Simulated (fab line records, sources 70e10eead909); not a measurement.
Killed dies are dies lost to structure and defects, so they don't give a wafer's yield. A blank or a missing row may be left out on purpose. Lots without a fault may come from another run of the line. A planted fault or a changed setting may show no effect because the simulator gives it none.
fab line records | flow nand_harc
record lots=6 wafers=18 last_day=33
route steps=1302 shown P_GATE@172
lots that met no fault: from a run of the same line without faults
start_h: hours from the record's first day to the start of the lot's first wafer shown | wait_h: hours since the lot's step before | " the same as in the row above | L1.1+2: a row that stands for several wafers | - no value, or no start given | * or withheld: withheld | < > ~ a bound
route shown NAME@n: a module of which the file shows steps, and the number in the route of the first | usual: mean/standard deviation of fault-free wafers | same: alike in all rows | chamber/n: place in a boat | sites: the reading at each site | _std_site: their standard deviation | _edge_site: outer sites' mean less inner sites' | radius_mm: how far each site lies from the wafer's centre | mask NAME#n: copy n | behind: the tool/chamber that last shaped the wafer | hold: why the lot was held/for how many hours/how that ended | device: the transistor (n, p or np) that didn't switch | end of line: the same wafers' tests at the end of the route | a step without rows: its recipe alone | killed: dies lost to structure and defects at the first sort, not the wafer's yield | map: a wafer's dies, x killed, . not, _ none there
set.NAME: the setting as run; set.NAME@STEP: as run at that earlier step | model.NAME: the simulator's own value behind a step, which no gauge read
lots at some steps of the route; a table a step, a row a wafer
services: from which hour (start_h, from the record's first day; less than 0 if before it) a tool's chamber was out of use, for how many hours, and why
## steps
# step NHARC_P_GATE_DESCUM_48
# recipe time_s=3 o2_flow_sccm=200 ar_flow_sccm=0 bias_power_w=0 chemistry=O2
# usual drypump_motor_current_A=5.8/0.41 o2_flow_sccm=200.0/0.58 oes_product_au=1.000/0.0072 rf_vpp_V=57.9/0.89 showerhead_plenum_p_Torr=1.95/0.095 throttle_valve_pct=11.310/0.0083
# columns lot.wafer tool chamber start_h wait_h drypump_motor_current_A o2_flow_sccm oes_product_au rf_hours_counter_h rf_vpp_V showerhead_plenum_p_Torr throttle_valve_pct
L806.2 rie_diel-05 2 116.41 - 5.6 200.2 0.990 3.4 57.9 1.89 11.312
L806.3 " 1 " " 6.5 200.3 0.994 3.3 58.0 2.05 11.310
L806.4 " 1 " " 6.5 199.7 0.991 - 58.6 2.05 11.311
L812.4 rie_diel-05 2 167.68 - 5.6 199.3 1.004 6.8 57.9 1.89 11.313
L812.3 " 3 " " 6.0 199.5 1.008 5.4 58.1 1.97 11.298
L812.5 " 2 " " 5.6 199.9 1.007 - 55.6 1.89 11.318
L813.2 rie_diel-12 2 183.85 - 5.8 199.2 0.995 3.1 57.8 1.92 11.312
L813.5 " 0 " " 5.8 200.1 0.997 - 58.1 1.79 11.327
L813.6 " 1 " " 5.5 200.1 0.998 - 57.9 2.06 11.307
L820.3 rie_diel-12 2 251.82 - 5.8 198.8 0.997 7.6 57.6 1.92 11.301
L820.4 " 3 " " 5.6 200.5 0.990 6.7 56.9 1.81 11.327
L820.2 " 0 " " 5.8 200.3 0.997 6.7 57.1 1.79 11.321
L826.2 rie_diel-01 2 310.20 - 5.3 200.1 1.006 6.2 59.3 2.04 11.306
L826.4 " 3 " " 5.5 199.8 0.990 6.9 58.2 2.03 11.316
L826.1 " 0 " " 4.8 200.8 1.016 7.4 57.9 2.00 11.311
L829.3 rie_diel-12 2 339.68 - 5.8 199.8 0.992 4.8 59.1 1.91 11.323
L829.2 " 3 " " 5.7 199.7 0.994 5.2 57.7 1.80 11.299
L829.5 " 1 " " 5.5 199.7 0.990 - 57.5 2.06 11.314
# step NHARC_P_GATE_IMPLANT_49
# recipe energy_kev=30 dose_cm2=3e+15 tilt_deg=7
# step NHARC_P_GATE_STRIP_111
# recipe power_w=1500 temp_c=110 time_s=250 chemistry=N2/H2
# usual drypump_motor_current_A=5.9/0.49 heater_power_w=104/11
# columns lot.wafer tool chamber start_h wait_h drypump_motor_current_A heater_power_w rf_hours_counter_h
L806.2 plasma_asher-01 0 116.86 0.2 5.5 98 27
L806.3 " 1 " " 6.1 117 -
L806.4 " 0 " " 5.5 98 -
L812.3 plasma_asher-02 0 168.15 0.2 5.2 88 -
L812.4 " 1 " " 6.6 109 -
L812.5 " 0 " " 5.2 86 -
L813.2 plasma_asher-01 1 184.20 0.2 6.1 115 2
L813.5 " 1 " " 6.1 117 -
L813.6 " 0 " " 5.5 103 -
L820.2 plasma_asher-01 0 252.67 0.6 5.5 103 14
L820.4 " 1 " " 6.1 114 -
L820.3 " 0 " " 5.5 102 -
L826.1 plasma_asher-02 0 310.56 0.2 5.2 81 9
L826.2 " 1 " " 6.6 106 9
L826.4 " 1 " " 6.6 111 -
L829.2 plasma_asher-01 1 340.02 0.2 6.1 113 37
L829.3 " 1 " " 6.1 114 -
L829.5 " 0 " " 5.5 101 -
# step NHARC_P_GATE_STRIP_75
# recipe power_w=1500 temp_c=250 chemistry=O2
# usual drypump_motor_current_A=5.9/0.49 heater_power_w=389/42
# columns lot.wafer tool chamber start_h wait_h drypump_motor_current_A heater_power_w rf_hours_counter_h
L806.2 plasma_asher-01 0 117.12 0.2 5.5 364 28
L806.3 " 1 " " 6.2 428 -
L806.4 " 0 " " 5.5 373 -
L812.3 plasma_asher-02 0 168.38 0.2 5.2 317 -
L812.4 " 1 " " 6.6 402 -
L812.5 " 0 " " 5.2 315 -
L813.2 plasma_asher-01 1 184.50 0.3 6.1 429 2
L813.5 " 1 " " 6.1 439 -
L813.6 " 0 " " 5.5 382 -
L820.2 plasma_asher-01 0 252.93 0.2 5.5 377 15
L820.4 " 1 " " 6.2 436 -
L820.3 " 0 " " 5.5 376 -
L826.1 plasma_asher-02 0 310.86 0.3 5.2 307 10
L826.2 " 1 " " 6.6 409 10
L826.4 " 1 " " 6.6 409 -
L829.2 plasma_asher-01 1 340.32 0.2 6.1 431 37
L829.3 " 1 " " 6.1 428 -
L829.5 " 0 " " 5.5 376 -
# step NHARC_P_GATE_STRIP_50
# recipe time_s=900 temp_c=130 chemistry=SPM
# step NHARC_P_GATE_DEHYDRATE_51
# recipe temp_c=150 time_s=120
# step NHARC_P_GATE_HMDS_52
# recipe time_s=30
# step NHARC_P_GATE_COAT_53
# recipe spin_rpm=3000
# step NHARC_P_GATE_SOFTBAKE_54
# recipe temp_c=122 time_s=95
# step NHARC_P_GATE_EBR_55
# step NHARC_P_GATE_EXPOSE_56
# recipe na=0.6 target_cd_nm=720 dose_mj=14.81 mask_id=P_PSD
# step NHARC_P_GATE_PEB_57
# recipe peb_temp_c=118 peb_time_s=85
# step NHARC_P_GATE_DEVELOP_58
# recipe time_s=70
# usual chill_plate_temp_C=22.98/0.1 exhaust_pa=44.9/0.83
# columns lot.wafer tool chamber start_h wait_h chill_plate_temp_C exhaust_pa
L806.2 litho_track-03 0 117 - 23.16 45.6
L806.3 " 0 " " 22.90 44.7
L806.4 " 0 " " 22.98 43.9
L812.3 litho_track-07 - 169 - - -
L812.4 " - " " - -
L812.5 " - " " - -
L813.2 litho_track-03 - 185 - - -
L813.5 " - " " - -
L813.6 " - " " - -
L820.2 litho_track-03 0 253 - 22.84 43.6
L820.3 " 0 " " 22.94 44.3
L820.4 " 0 " " 23.05 43.8
L826.1 litho_track-07 0 311 - 22.82 43.8
L826.2 " 0 " " 22.93 45.2
L826.4 " 0 " " 22.76 45.7
L829.2 litho_track-07 0 341 - 22.89 44.2
L829.3 " 0 " " 23.01 44.6
L829.5 " 0 " " 23.10 44.6
## services
# columns tool chamber start_h hours kind
plasma_asher-02 - 97.75 0.9 repair
litho_track-03 - 100.00 7.0 pm
rie_diel-05 3 109.15 12.5 repair
rie_diel-01 - 124.55 0.7 repair
rie_diel-01 3 158.58 3.0 repair
rie_diel-12 3 161.48 14.6 repair
plasma_asher-02 - 164.84 1.0 repair
plasma_asher-01 - 166.38 9.0 pm
plasma_asher-01 0 166.38 9.0 vent_cycle
rie_diel-01 - 203.80 9.0 pm
rie_diel-01 - 222.88 0.7 repair
rie_diel-05 - 229.60 9.0 pm
rie_diel-12 0 240.26 1.3 repair
rie_diel-12 2 246.86 3.9 repair
litho_track-07 - 251.00 7.0 pm
plasma_asher-02 - 251.53 9.0 pm
rie_diel-12 - 268.40 9.0 pm
litho_track-03 - 275.00 7.0 pm
rie_diel-12 0 285.37 20.3 repair
plasma_asher-02 - 315.07 0.5 repair
rie_diel-05 1 320.73 5.1 repair
rie_diel-05 2 322.31 4.4 repair
rie_diel-12 - 327.05 0.3 repair
rie_diel-12 - 335.17 0.2 repair
## key
first_sign step=NHARC_P_GATE_DEVELOP_58 reading=tool_record direction=missing
effect none on later readings
met_at NHARC_P_GATE_DEVELOP_58
struck_wafers L812.3,L812.4,L812.5,L813.2,L813.5,L813.6
later_rows_left_out L812.3,L812.4,L812.5,L813.2,L813.5,L813.6
sort_left_out L812.3,L812.4,L812.5,L813.2,L813.5,L813.6
tester_left_out L812,L813
onset_between 117 169
fault kind=skipped_step_whole tool=litho_track-03,litho_track-07 chamber=- onset_h=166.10 steps=NHARC_P_GATE_DEVELOP_58 scope=struck_lots_only
# tester_left_out: of these lots the tester's yield and bins aren't shown, on N5 and GAA mostly nor the transistor test; their killed dies are dies lost to structure and defects alone, not to doping, threshold or leakage, so they don't give the yield
# sort_left_out: the simulated sort isn't trusted on such a fault, so these wafers' sort isn't shown, and their yield isn't known
# later_rows_left_out: the simulator's readings of these wafers behind a module that went badly wrong aren't trusted and aren't shown, but for the sort
